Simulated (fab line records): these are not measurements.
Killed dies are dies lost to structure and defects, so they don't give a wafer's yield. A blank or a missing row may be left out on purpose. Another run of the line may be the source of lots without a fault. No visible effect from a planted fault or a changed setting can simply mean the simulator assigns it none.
fab line records	flow nandHarc
record lots=24	wafers=72	lastDay=24
route steps=1159 shown A_M0@1005 A_M1@1047 A_BONDPAD@1085
lots with no fault: from the same line, run without faults
startH: hours from the record's opening day to when the first of the lot's shown wafers began	waitH: time in hours since the lot's previous step	" repeats the value in the row above	L1.1+2: a single row standing in for several wafers	- either no value or no given start	* or withheld: withheld	< > ~ a bound
route shown NAME@n: NAME is a module with steps in the file, n the number in the route of the first one	usual: the fault-free wafers' mean and standard deviation	same: alike in all rows	chamber/n: place in a boat	sites: per-site readings	_std_site: their standard deviation	_edge_site: mean of outer sites minus mean of inner sites	radiusMm: how far each site lies from the wafer's centre	mask NAME#n: copy n	behind: the last tool/chamber to shape the wafer	hold: reason for holding the lot/hours on hold/outcome of the hold	device: the n, p or np transistor that did not switch	end of line: at the end of the route, the tests of the same wafers	step lacking rows: just its recipe	killed: the dies lost at the first sort to structure and to defects; this is not the yield of the wafer	map: a wafer's dies, marking killed ones x, the rest . and places with no die _
set.NAME: the run value of the setting; set.NAME@STEP: its run value at that earlier step	model.NAME: the simulator's own value behind a step, which no gauge read
route steps across a sampled set of lots; one table per step, one row per wafer
services: from which hour (startH, from the record's first day; less than 0 if before it) a tool's chamber was out of use, for how many hours, and why
## steps
# step NHARC_A_M0_OVL_MEAS_10
# recipe pitchNm=160
# usual overlayXNm=0.1/0.82	overlayYNm=0.1/0.73
lot.wafer	tool	chamber	startH	waitH	overlayXNm	overlayYNm
L074.1	overlay-02	-	384.01	-	-0.5	-0.2
L074.3	"	-	"	"	-0.6	-0.5
L074.5	"	-	"	"	-0.1	-0.6
L075.1	overlay-02	-	402.18	-	1.6	-1.0
L075.2	"	-	"	"	1.6	-1.2
L075.3	"	-	"	"	1.0	-0.8
L076.2	overlay-02	-	408.18	-	-0.7	0.7
L076.3	"	-	"	"	-0.7	0.3
L076.6	"	-	"	"	-0.2	1.2
L077.1	overlay-02	-	409.28	-	-0.2	-0.8
L077.2	"	-	"	"	0.1	-1.7
L077.3	"	-	"	"	0.2	-1.3
L078.1	overlay-02	-	411.63	-	-2.2	0.1
L078.4	"	-	"	"	-1.6	-0.5
L078.6	"	-	"	"	-2.0	-0.1
L082.2	overlay-02	-	430.33	-	1.2	-0.8
L082.5	"	-	"	"	0.7	-0.6
L082.6	"	-	"	"	1.6	-0.4
L079.3	overlay-02	-	433.98	-	1.7	0.2
L079.4	"	-	"	"	1.2	-0.2
L079.6	"	-	"	"	1.7	-1.0
L080.1	overlay-02	-	435.76	-	-0.4	0.6
L080.4	"	-	"	"	-0.4	0.4
L080.5	"	-	"	"	-0.6	0.3
L081.1	overlay-02	-	448.13	-	1.2	0.5
L081.2	"	-	"	"	0.8	1.0
L081.4	"	-	"	"	0.7	0.5
L085.2	overlay-02	-	451.92	-	-0.1	1.2
L085.3	"	-	"	"	0.3	0.6
L085.6	"	-	"	"	0.2	0.3
L084.3	overlay-02	-	452.35	-	-0.6	1.0
L084.4	"	-	"	"	-0.2	1.1
L084.5	"	-	"	"	-0.9	0.6
L087.1	overlay-02	-	456.69	-	1.1	0.3
L087.5	"	-	"	"	0.8	0.6
L087.6	"	-	"	"	0.9	0.6
L086.2	overlay-02	-	457.28	-	-0.5	0.5
L086.3	"	-	"	"	-1.1	0.4
L086.5	"	-	"	"	-0.9	0.7
L083.4	overlay-02	-	460.37	-	0.6	0.0
L083.5	"	-	"	"	-0.1	-0.3
L083.6	"	-	"	"	0.4	-0.3
L089.1	overlay-02	-	475.70	-	-0.2	0.2
L089.3	"	-	"	"	0.3	0.5
L089.4	"	-	"	"	0.1	0.3
L088.1	overlay-02	-	476.49	-	0.8	0.4
L088.2	"	-	"	"	0.9	-0.1
L088.4	"	-	"	"	1.3	0.1
L090.4	overlay-01	-	503.56	-	-0.2	0.6
L090.5	"	-	"	"	-0.2	0.5
L090.6	"	-	"	"	0.3	0.7
L092.4	overlay-01	-	504.01	-	-0.1	-1.0
L092.5	"	-	"	"	-0.4	-0.3
L092.6	"	-	"	"	0.0	-0.9
L093.1	overlay-02	-	504.43	-	0.6	-0.6
L093.2	"	-	"	"	0.2	-1.0
L093.3	"	-	"	"	1.0	-0.1
L094.1	overlay-02	-	505.50	-	0.3	-0.6
L094.2	"	-	"	"	0.2	-0.6
L094.3	"	-	"	"	0.8	-0.2
L091.2	overlay-01	-	515.73	-	-0.2	0.8
L091.4	"	-	"	"	-0.8	1.0
L091.5	"	-	"	"	-0.1	0.6
L096.1	overlay-01	-	530.19	-	0.0	1.5
L096.4	"	-	"	"	-0.6	1.4
L096.6	"	-	"	"	-0.8	1.9
L095.3	overlay-01	-	532.78	-	-1.0	1.0
L095.4	"	-	"	"	-0.7	0.4
L095.6	"	-	"	"	-0.5	0.5
L097.1	overlay-02	-	544.63	-	0.3	0.2
L097.4	"	-	"	"	0.3	0.6
L097.5	"	-	"	"	0.5	0.6
# step NHARC_A_M0_PVD_21
# recipe targetThkA=300	chamberPressurePa=5	powerW=5000	substrateTempC=30	timeS=20.49	material=Cu
# usual chamberPressurePa=5.000/0.0092	throttleValvePct=30.0/0.56
lot.wafer	tool	chamber	startH	waitH	chamberPressurePa	throttleValvePct
L074.3	pvdSputter-02	-	-	-	4.993	29.9
L074.1	"	-	"	"	5.011	29.1
L074.5	"	-	"	"	5.002	29.5
L075.1	pvdSputter-02	-	-	-	5.004	29.0
L075.2	"	-	"	"	5.001	30.5
L075.3	"	-	"	"	4.995	29.3
L076.3	pvdSputter-01	-	-	-	4.989	29.8
L076.2	"	-	"	"	5.004	30.0
L076.6	"	-	"	"	4.998	29.6
L077.3	pvdSputter-03	-	-	-	5.001	31.3
L077.1	"	-	"	"	5.000	30.3
L077.2	"	-	"	"	5.017	29.7
L078.1	pvdSputter-03	-	-	-	4.991	29.9
L078.4	"	-	"	"	5.009	30.0
L078.6	"	-	"	"	5.005	29.8
L082.2	pvdSputter-01	-	-	-	4.992	29.6
L082.5	"	-	"	"	5.018	29.5
L082.6	"	-	"	"	5.010	30.9
L079.4	pvdSputter-01	-	-	-	4.993	29.9
L079.3	"	-	"	"	4.992	30.2
L079.6	"	-	"	"	4.998	30.0
L080.4	pvdSputter-01	-	-	-	5.003	29.7
L080.1	"	-	"	"	4.987	29.8
L080.5	"	-	"	"	5.017	29.7
L081.2	pvdSputter-01	-	-	-	4.997	29.8
L081.1	"	-	"	"	5.007	30.1
L081.4	"	-	"	"	4.981	29.8
L085.3	pvdSputter-03	-	-	-	5.004	29.8
L085.2	"	-	"	"	4.995	29.8
L085.6	"	-	"	"	4.989	29.9
L084.4	pvdSputter-01	-	-	-	4.991	29.5
L084.3	"	-	"	"	5.008	29.8
L084.5	"	-	"	"	4.993	29.8
L087.1	pvdSputter-01	-	-	-	4.998	29.9
L087.5	"	-	"	"	4.992	30.7
L087.6	"	-	"	"	5.002	29.9
L086.2	pvdSputter-02	-	-	-	4.990	30.1
L086.3	"	-	"	"	5.010	30.8
L086.5	"	-	"	"	5.013	29.5
L083.4	pvdSputter-03	-	-	-	5.014	30.0
L083.6	"	-	"	"	4.993	30.9
L083.5	"	-	"	"	5.007	30.2
L089.1	pvdSputter-03	-	-	-	5.017	31.2
L089.3	"	-	"	"	5.004	29.8
L089.4	"	-	"	"	5.009	29.8
L088.2	pvdSputter-03	-	-	-	5.005	29.8
L088.1	"	-	"	"	5.011	31.3
L088.4	"	-	"	"	5.010	30.2
L090.4	pvdSputter-01	-	-	-	4.989	29.8
L090.6	"	-	"	"	5.010	31.0
L090.5	"	-	"	"	4.990	29.6
L092.4	pvdSputter-01	-	-	-	4.992	30.1
L092.5	"	-	"	"	4.996	30.3
L092.6	"	-	"	"	5.008	29.4
L093.3	pvdSputter-01	-	-	-	4.996	30.2
L093.1	"	-	"	"	4.989	29.5
L093.2	"	-	"	"	5.005	30.7
L094.3	pvdSputter-02	-	-	-	4.996	29.2
L094.1	"	-	"	"	4.999	29.1
L094.2	"	-	"	"	5.011	30.2
L091.4	pvdSputter-02	-	-	-	4.989	30.1
L091.2	"	-	"	"	5.005	30.4
L091.5	"	-	"	"	5.008	29.4
L096.4	pvdSputter-03	-	-	-	4.995	29.9
L096.1	"	-	"	"	4.993	30.0
L096.6	"	-	"	"	5.002	29.2
L095.4	pvdSputter-03	-	-	-	5.000	30.3
L095.3	"	-	"	"	5.004	29.3
L095.6	"	-	"	"	4.973	29.3
L097.1	pvdSputter-01	-	-	-	4.998	31.5
L097.4	"	-	"	"	4.994	29.5
L097.5	"	-	"	"	5.010	31.5
# step NHARC_A_M0_ANNEAL_30
# recipe tempC=225	timeS=90
# usual annealTempCMax=225.79/0.23	wafer_temp_C_max=225.97/0.29
lot.wafer	tool	chamber	startH	waitH	annealTempCMax	wafer_temp_C_max
L074.1	rtpAnneal-02	0	386.26	-	225.85	225.93
L074.3	"	0	"	"	225.66	225.60
L074.5	"	0	"	"	225.58	225.90
L075.1	rtpAnneal-01	0	403.96	-	225.83	226.35
L075.2	"	0	"	"	226.14	226.95
L075.3	"	0	"	"	225.92	226.76
L076.2	rtpAnneal-01	0	410.04	0.3	225.88	225.98
L076.3	"	0	"	"	226.07	225.98
L076.6	"	0	"	"	225.81	225.95
L077.1	rtpAnneal-02	0	411.05	0.3	225.74	225.68
L077.2	"	0	"	"	225.62	225.69
L077.3	"	0	"	"	225.75	225.78
L078.1	rtpAnneal-01	0	413.44	-	225.89	225.95
L078.4	"	0	"	"	226.00	226.47
L078.6	"	0	"	"	225.73	226.35
L082.2	rtpAnneal-02	0	432.13	-	225.53	226.10
L082.5	"	0	"	"	225.93	226.09
L082.6	"	0	"	"	225.51	225.87
L079.3	rtpAnneal-02	0	436.04	-	226.18	225.61
L079.4	"	0	"	"	225.52	225.58
L079.6	"	0	"	"	225.85	225.85
L080.1	rtpAnneal-01	0	437.51	-	226.05	226.17
L080.4	"	0	"	"	226.40	225.83
L080.5	"	0	"	"	226.50	225.98
L081.1	rtpAnneal-01	0	449.88	-	226.06	226.22
L081.2	"	0	"	"	225.63	225.88
L081.4	"	0	"	"	225.96	226.16
L085.2	rtpAnneal-02	0	453.71	-	225.83	225.75
L085.3	"	0	"	"	225.91	225.76
L085.6	"	0	"	"	225.78	225.74
L084.3	rtpAnneal-01	0	454.21	-	225.77	225.75
L084.4	"	0	"	"	225.50	226.32
L084.5	"	0	"	"	225.52	226.64
L087.1	rtpAnneal-02	0	458.47	0.4	225.73	225.42
L087.5	"	0	"	"	225.48	225.65
L087.6	"	0	"	"	225.83	226.11
L086.2	rtpAnneal-01	0	459.11	-	225.99	225.93
L086.3	"	0	"	"	225.86	225.85
L086.5	"	0	"	"	225.68	226.11
L083.4	rtpAnneal-02	0	462.30	-	225.83	226.24
L083.5	"	0	"	"	225.78	225.98
L083.6	"	0	"	"	225.64	225.95
L089.1	rtpAnneal-02	0	477.49	0.3	225.87	226.39
L089.3	"	0	"	"	225.34	225.92
L089.4	"	0	"	"	225.51	225.66
L088.1	rtpAnneal-02	0	478.38	0.3	226.02	225.60
L088.2	"	0	"	"	225.53	226.36
L088.4	"	0	"	"	225.89	225.95
L090.4	rtpAnneal-02	0	505.47	0.3	225.57	226.17
L090.5	"	0	"	"	225.55	225.66
L090.6	"	0	"	"	225.61	225.71
L092.4	rtpAnneal-01	0	505.92	0.3	226.24	225.92
L092.5	"	0	"	"	225.85	225.98
L092.6	"	0	"	"	226.50	225.88
L093.1	rtpAnneal-01	0	506.25	-	225.66	226.20
L093.2	"	0	"	"	225.41	226.16
L093.3	"	0	"	"	225.77	226.39
L094.1	rtpAnneal-02	0	507.28	0.3	225.59	225.91
L094.2	"	0	"	"	225.70	226.01
L094.3	"	0	"	"	225.61	226.05
L091.2	rtpAnneal-02	0	517.53	-	225.26	225.75
L091.4	"	0	"	"	225.31	225.56
L091.5	"	0	"	"	225.63	225.95
L096.1	rtpAnneal-02	0	531.95	0.3	225.93	225.79
L096.4	"	0	"	"	225.70	226.04
L096.6	"	0	"	"	225.76	225.69
L095.3	rtpAnneal-02	0	534.72	0.3	225.33	226.05
L095.4	"	0	"	"	225.85	225.41
L095.6	"	0	"	"	225.94	225.76
L097.1	rtpAnneal-02	0	546.53	0.3	225.70	225.86
L097.4	"	0	"	"	225.83	225.74
L097.5	"	0	"	"	225.68	225.79
# step NHARC_A_M0_DEP_32
# recipe targetThkA=300	tempC=370	targetThkNm=30	pressureTorr=3	flowSccm=200	rfW=450	material=SiCN
# usual heaterPowerW=598/81
lot.wafer	tool	chamber	startH	waitH	heaterPowerW
L074.3	pecvd-03	1	387.25	0.1	651
L074.1	"	2	"	"	584
L074.5	"	0	"	"	484
L075.2	pecvd-03	0	404.93	0.1	431
L075.3	"	1	"	"	700
L075.1	"	2	"	"	659
L076.2	pecvd-04	1	410.96	0.1	637
L076.3	"	2	"	"	506
L076.6	"	1	"	"	647
L077.3	pecvd-03	1	412.03	0.1	623
L077.1	"	2	"	"	615
L077.2	"	0	"	"	435
L078.1	pecvd-04	0	414.49	0.1	713
L078.4	"	2	"	"	532
L078.6	"	0	"	"	693
L082.2	pecvd-04	1	433.79	0.1	657
L082.6	"	2	"	"	522
L082.5	"	0	"	"	617
L079.3	pecvd-01	2	436.92	0.1	590
L079.6	"	0	"	"	534
L079.4	"	1	"	"	566
L080.1	pecvd-01	2	438.56	0.1	590
L080.4	"	0	"	"	551
L080.5	"	2	"	"	603
L081.1	pecvd-03	0	450.91	0.1	445
L081.2	"	1	"	"	724
L081.4	"	0	"	"	446
L085.2	pecvd-03	1	454.74	0.1	712
L085.3	"	2	"	"	604
L085.6	"	1	"	"	701
L084.3	pecvd-01	1	455.11	0.1	589
L084.4	"	1	"	"	589
L084.5	"	2	"	"	612
L087.1	pecvd-03	1	459.71	0.1	673
L087.6	"	0	"	"	494
L087.5	"	1	"	"	653
L086.2	pecvd-01	0	460.02	0.1	599
L086.3	"	2	"	"	606
L086.5	"	1	"	"	660
L083.4	pecvd-03	0	463.25	0.2	411
L083.6	"	1	"	"	710
L083.5	"	2	"	"	604
L089.3	pecvd-01	1	478.46	0.1	652
L089.1	"	2	"	"	651
L089.4	"	0	"	"	563
L088.2	pecvd-01	2	479.34	0.1	609
L088.1	"	1	"	"	629
L088.4	"	2	"	"	605
L090.5	pecvd-03	2	506.41	0.2	726
L090.4	"	0	"	"	485
L090.6	"	1	"	"	665
L092.6	pecvd-04	0	507.03	0.2	599
L092.4	"	1	"	"	652
L092.5	"	2	"	"	488
L093.1	pecvd-03	2	507.22	0.1	579
L093.3	"	0	"	"	475
L093.2	"	1	"	"	689
L094.1	pecvd-01	0	508.26	0.1	545
L094.2	"	1	"	"	615
L094.3	"	2	"	"	645
L091.2	pecvd-01	0	519.07	0.1	595
L091.4	"	1	"	"	627
L091.5	"	2	"	"	633
L096.1	pecvd-04	0	532.91	0.1	733
L096.4	"	0	"	"	731
L096.6	"	2	"	"	509
L095.3	pecvd-03	2	535.67	0.1	684
L095.4	"	1	"	"	693
L095.6	"	2	"	"	686
L097.1	pecvd-04	1	547.58	0.1	662
L097.4	"	2	"	"	455
L097.5	"	1	"	"	655
# step NHARC_A_M1_PRE_CLEAN_30
# recipe timeS=30	tempC=280	gas=H2/He
# usual heaterPowerW=428/50
lot.wafer	tool	chamber	startH	waitH	heaterPowerW
L074.1	pvdSputter-01	-	-	-	545
L074.3	"	-	"	"	335
L074.5	"	-	"	"	552
L075.3	pvdSputter-03	-	-	-	410
L075.2	"	-	"	"	409
L075.1	"	-	"	"	478
L076.3	pvdSputter-03	-	-	-	439
L076.2	"	-	"	"	410
L076.6	"	-	"	"	394
L077.2	pvdSputter-01	-	-	-	342
L077.1	"	-	"	"	421
L077.3	"	-	"	"	446
L078.1	pvdSputter-03	-	-	-	477
L078.4	"	-	"	"	410
L078.6	"	-	"	"	471
L082.2	pvdSputter-01	-	-	-	435
L082.5	"	-	"	"	433
L082.6	"	-	"	"	452
L079.3	pvdSputter-01	-	-	-	348
L079.4	"	-	"	"	443
L079.6	"	-	"	"	543
L080.4	pvdSputter-01	-	-	-	443
L080.1	"	-	"	"	349
L080.5	"	-	"	"	444
L081.2	pvdSputter-03	-	-	-	412
L081.4	"	-	"	"	431
L081.1	"	-	"	"	393
L085.2	pvdSputter-03	-	-	-	481
L085.3	"	-	"	"	430
L085.6	"	-	"	"	399
L084.4	pvdSputter-02	-	-	-	446
L084.3	"	-	"	"	409
L084.5	"	-	"	"	456
L087.1	pvdSputter-01	-	-	-	423
L087.5	"	-	"	"	354
L087.6	"	-	"	"	418
L086.3	pvdSputter-01	-	-	-	442
L086.2	"	-	"	"	545
L086.5	"	-	"	"	431
L083.4	pvdSputter-03	-	-	-	403
L083.5	"	-	"	"	473
L083.6	"	-	"	"	434
L089.4	pvdSputter-03	-	-	-	391
L089.3	"	-	"	"	482
L089.1	"	-	"	"	430
L088.1	pvdSputter-02	-	-	-	369
L088.2	"	-	"	"	439
L088.4	"	-	"	"	456
L090.4	pvdSputter-01	-	-	-	354
L090.5	"	-	"	"	432
L090.6	"	-	"	"	443
L092.4	pvdSputter-02	-	-	-	403
L092.5	"	-	"	"	423
L092.6	"	-	"	"	442
L093.2	pvdSputter-03	-	-	-	438
L093.3	"	-	"	"	383
L093.1	"	-	"	"	479
L094.1	pvdSputter-02	-	-	-	357
L094.3	"	-	"	"	413
L094.2	"	-	"	"	440
L091.2	pvdSputter-03	-	-	-	436
L091.4	"	-	"	"	512
L091.5	"	-	"	"	393
L096.4	pvdSputter-02	-	-	-	438
L096.1	"	-	"	"	435
L096.6	"	-	"	"	353
L095.3	pvdSputter-03	-	-	-	397
L095.4	"	-	"	"	422
L095.6	"	-	"	"	430
L097.4	pvdSputter-03	-	-	-	495
L097.1	"	-	"	"	396
L097.5	"	-	"	"	503
# step NHARC_A_BONDPAD_PVD_27
# recipe targetThkA=300	chamberPressurePa=5	powerW=5000	substrateTempC=30	timeS=20.49	material=Cu
# usual chamberPressurePa=5.000/0.0095	throttleValvePct=30.0/0.56
lot.wafer	tool	chamber	startH	waitH	chamberPressurePa	throttleValvePct
L074.3	pvdSputter-01	-	-	-	4.989	29.8
L074.1	"	-	"	"	5.019	29.9
L074.5	"	-	"	"	5.010	29.6
L075.2	pvdSputter-01	-	-	-	4.992	29.5
L075.3	"	-	"	"	4.996	30.1
L075.1	"	-	"	"	4.995	29.5
L076.3	pvdSputter-01	-	-	-	5.013	29.7
L076.2	"	-	"	"	4.994	29.9
L076.6	"	-	"	"	5.007	29.2
L077.3	pvdSputter-03	-	-	-	5.010	31.1
L077.2	"	-	"	"	4.976	30.0
L077.1	"	-	"	"	5.001	30.4
L078.1	pvdSputter-03	-	-	-	5.009	30.5
L078.4	"	-	"	"	4.995	29.8
L078.6	"	-	"	"	5.015	30.1
L082.2	pvdSputter-01	-	-	-	4.983	30.8
L082.5	"	-	"	"	4.992	29.9
L082.6	"	-	"	"	5.005	29.5
L079.4	pvdSputter-03	-	-	-	5.012	30.3
L079.3	"	-	"	"	5.001	29.8
L079.6	"	-	"	"	4.999	30.1
L080.4	pvdSputter-01	-	-	-	5.004	29.8
L080.1	"	-	"	"	4.999	30.0
L080.5	"	-	"	"	5.016	29.4
L081.2	pvdSputter-02	-	-	-	4.990	29.5
L081.4	"	-	"	"	5.004	29.1
L081.1	"	-	"	"	4.985	30.3
L085.2	pvdSputter-02	-	-	-	5.008	30.6
L085.3	"	-	"	"	5.012	29.2
L085.6	"	-	"	"	5.001	30.6
L084.3	pvdSputter-03	-	-	-	5.003	30.4
L084.4	"	-	"	"	4.997	29.6
L084.5	"	-	"	"	5.007	30.2
L087.1	pvdSputter-01	-	-	-	5.016	30.3
L087.5	"	-	"	"	5.001	30.1
L087.6	"	-	"	"	4.990	29.8
L086.2	pvdSputter-02	-	-	-	5.006	28.8
L086.3	"	-	"	"	4.993	30.3
L086.5	"	-	"	"	5.011	30.6
L083.4	pvdSputter-03	-	-	-	4.989	29.7
L083.6	"	-	"	"	5.004	29.8
L083.5	"	-	"	"	4.994	29.5
L089.4	pvdSputter-01	-	-	-	5.001	29.9
L089.1	"	-	"	"	5.003	29.7
L089.3	"	-	"	"	5.003	30.9
L088.2	pvdSputter-01	-	-	-	4.992	29.9
L088.4	"	-	"	"	4.997	30.7
L088.1	"	-	"	"	5.006	29.7
L090.4	pvdSputter-02	-	-	-	5.007	29.0
L090.6	"	-	"	"	5.002	29.3
L090.5	"	-	"	"	4.984	30.4
L092.4	pvdSputter-01	-	-	-	5.005	30.1
L092.6	"	-	"	"	5.020	29.8
L092.5	"	-	"	"	4.999	30.6
L093.3	pvdSputter-02	-	-	-	4.987	29.5
L093.1	"	-	"	"	5.000	29.1
L093.2	"	-	"	"	5.003	30.2
L094.2	pvdSputter-01	-	-	-	5.006	29.8
L094.1	"	-	"	"	4.999	30.0
L094.3	"	-	"	"	4.992	29.6
L091.2	pvdSputter-02	-	-	-	5.002	30.3
L091.4	"	-	"	"	5.011	28.9
L091.5	"	-	"	"	4.999	30.4
L096.1	pvdSputter-02	-	-	-	4.993	29.3
L096.4	"	-	"	"	5.011	29.3
L096.6	"	-	"	"	5.000	29.5
L095.3	pvdSputter-02	-	-	-	5.001	30.6
L095.4	"	-	"	"	4.988	30.6
L095.6	"	-	"	"	4.987	29.1
L097.4	pvdSputter-03	-	-	-	4.999	29.9
L097.1	"	-	"	"	4.988	30.3
L097.5	"	-	"	"	4.995	30.2
## services
tool	chamber	startH	hours	kind
pecvd-01	1	370.55	4.8	repair
pecvd-04	-	376.19	13.0	pm
pecvd-01	2	376.93	6.7	repair
pvdSputter-03	-	385.16	5.4	repair
pvdSputter-02	-	392.04	10.0	pm
pvdSputter-02	-	404.82	3.2	repair
pvdSputter-02	-	409.01	45.5	repair
pecvd-01	-	418.05	13.0	pm
pvdSputter-01	-	422.67	2.7	repair
pvdSputter-03	-	432.20	14.7	repair
pecvd-04	1	441.35	3.8	repair
pecvd-03	0	451.16	4.9	repair
pecvd-01	-	472.26	0.8	repair
pecvd-03	-	473.03	13.0	pm
pecvd-03	0	473.03	13.0	ventCycle
pecvd-03	1	473.03	13.0	ventCycle
pecvd-03	2	473.03	13.0	ventCycle
pecvd-03	0	486.03	-	clean
pvdSputter-03	-	500.41	9.1	repair
pvdSputter-03	-	509.99	10.0	pm
pvdSputter-02	-	519.49	6.7	repair
pecvd-04	-	528.16	0.3	repair
pvdSputter-01	-	547.44	5.4	repair
pvdSputter-02	-	549.70	3.5	repair
## key
fault none
